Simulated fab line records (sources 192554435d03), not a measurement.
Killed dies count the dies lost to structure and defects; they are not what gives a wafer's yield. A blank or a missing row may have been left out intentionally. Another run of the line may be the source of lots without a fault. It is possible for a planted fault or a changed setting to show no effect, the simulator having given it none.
Struck lot and sound lot, side by side ; flow n5 finfet ; 37 steps out of a route of 1938
Sound: these wafers, L255.3, L255.4. The struck wafers were L242.2, L242.5, L242.6. The cause is given at the end.
Order at every step that has rows: each side's tool, ch and its chambers, its first start. Under that, the readings that differ: sound wafers ; struck wafers ; difference of the means ; sigmas: that difference in standard deviations of wafers without a fault.
alike: words and numbers the same on both sides, and readings whose means are apart by under 2 such deviations; not compared: readings that were withheld, readings missing a value for some wafer, numbers with overlapping values and no deviation given by the record, and bounds like >300 which may hide the same value.
The two part at a step that has a row with sigmas, a row that says differs or no value, or rows on one side only. When numbers do not overlap yet have no deviation, they are printed without sigmas and do not part them. Lack of a reading on every wafer of one side parts them only where that side has two or more wafers.

first, 9 steps without rows for these wafers: N5_BEOL_M4_ANNEAL_95 (time 240 s); N5_BEOL_M4_SPUTTER_96 (material Cu, target thk 4.5 nm, time 8.29 s); N5_BEOL_M4_ECD_50 (material Cu, target thk 300 nm); N5_BEOL_M4_ANNEAL_51 (time 90 s); N5_BEOL_M4_CMP_52 (polishes, stops on SiOC, t overpolish 6.8 s, target thk 40 nm); N5_BEOL_M4_PRE_CLEAN_60 (time 15 s); N5_BEOL_M4_CO_CAP_55 (material Co, precursor CCTBA/H2, target thk 2 nm, time 102.1 s); N5_BEOL_M4_PRE_CLEAN_56 (time 15 s); N5_BEOL_M4_DEP_57 (deposits SiCN from 3MS/NH3, target thk 8 nm, time 14 s).
N5_BEOL_M4_RC_MEAS_101:
  sound on prober-02 ch 0, day 12 01:55; struck on prober-02 ch 0, day 8 20:14
reading;sound;struck;difference;sigmas
SS_N (mV/dec);74.7 72.6;71.6 70.5 72.5;-2.1;-3
VT_P (mV);-241 -243;-252 -251 -250;-9;-2
  alike: DIBL_N, DIBL_P, IOFF_N, IOFF_P, ION_N, ION_P, SS_P, VT_N
then, 24 steps without rows for these wafers: N5_BEOL_M5_ILD_DEP_00 (deposits SiCOH lowk from DEMS/porogen, target thk 140.64 nm, time 25.9 s); N5_BEOL_M5_CURE_79 (cures SiCOH lowk, time 240 s); N5_BEOL_M5_PECVD_70 (deposits SiO2 from TEOS/O2, target thk 16 nm, time 18 s); N5_BEOL_M5_HM_DEP_02 (deposits TiN, target thk 20 nm); N5_BEOL_M5_COAT_59 (time 60 s, resist thk 60 nm); N5_BEOL_M5_COAT_60 (time 60 s, resist thk 12 nm); N5_BEOL_M5_COAT_71 (time 60 s, resist thk 5 nm); N5_BEOL_M5_COAT_05 (resist thk 30 nm); N5_BEOL_M5_EBR_07; N5_BEOL_M5_SOFTBAKE_06 (time 60 s); N5_BEOL_M5_EXPOSE_08 (exposes mask M5, target cd 28 nm); N5_BEOL_M5_PEB_09 (peb time 60 s); N5_BEOL_M5_DEVELOP_10 (develop time 30 s); N5_BEOL_M5_DESCUM_16 (chemistry O2, time 7 s); N5_BEOL_M5_ETCH_72 (etches underlayer in N2/H2, target depth 6.5 nm, time 5.2 s); N5_BEOL_M5_ETCH_61 (etches SiARC in CF4, target depth 15.6 nm, time 26 s); N5_BEOL_M5_ETCH_62 (etches SOC in N2/H2, target depth 75 nm, overetch 15 nm, time 112.5 s); N5_BEOL_M5_STRIP_63 (strips in N2/H2); N5_BEOL_M5_STRIP_73 (strips in N2/H2); N5_BEOL_M5_STRIP_64 (strips in CF4); N5_BEOL_M5_HM_OPEN_17 (chemistry Cl2/BCl3, target TiN, target depth 20 nm, overetch 6 nm); N5_BEOL_M5_STRIP_19 (strips in O2); N5_BEOL_M5_COAT_65 (time 60 s, resist thk 60 nm); N5_BEOL_M5_COAT_66 (time 60 s, resist thk 12 nm).
-- here the record skips 3 days between the struck wafers' starts before and after, leaving off in module BEOL_M5 and picking up in module BEOL_M12 (first step shown: number 1636 of the route) --
N5_BEOL_M12_ETCH_67: etches SiARC in CF4, target depth 143 nm, time 238.3 s.
  sound on rie diel-02 ch 1,3, day 15 22:39; struck on rie diel-02 ch 0,3, day 11 20:34
  no value came back on the struck wafers for any of 10 readings (bias w (W), cf4 flow sccm (sccm) and others); on the sound wafers bias w (W) reads 36.02 36.07
reading;sound;struck;difference;sigmas
model.coat_of_BEOL_M12_COAT_22.thk nm (nm);210 210.4;283.6 283.4 283.6;+73.3;
N5_BEOL_M12_OCD_MEAS_35:
  sound on ocd-02, day 15 23:08; struck on ocd-01, day 11 21:02
reading;sound;struck;difference;sigmas
trench depth nm (nm);307 320;- - -;no value on the struck wafers;
N5_PASSIVATION_PROBE_49:
  record: rows for the struck wafers here (prober-01, day 13 09:34), none for the sound ones

== WHERE THEY PART ==
Earliest at N5_BEOL_M4_RC_MEAS_101; latest, in this record, at N5_PASSIVATION_PROBE_49.

WHY: the cause the simulator had injected
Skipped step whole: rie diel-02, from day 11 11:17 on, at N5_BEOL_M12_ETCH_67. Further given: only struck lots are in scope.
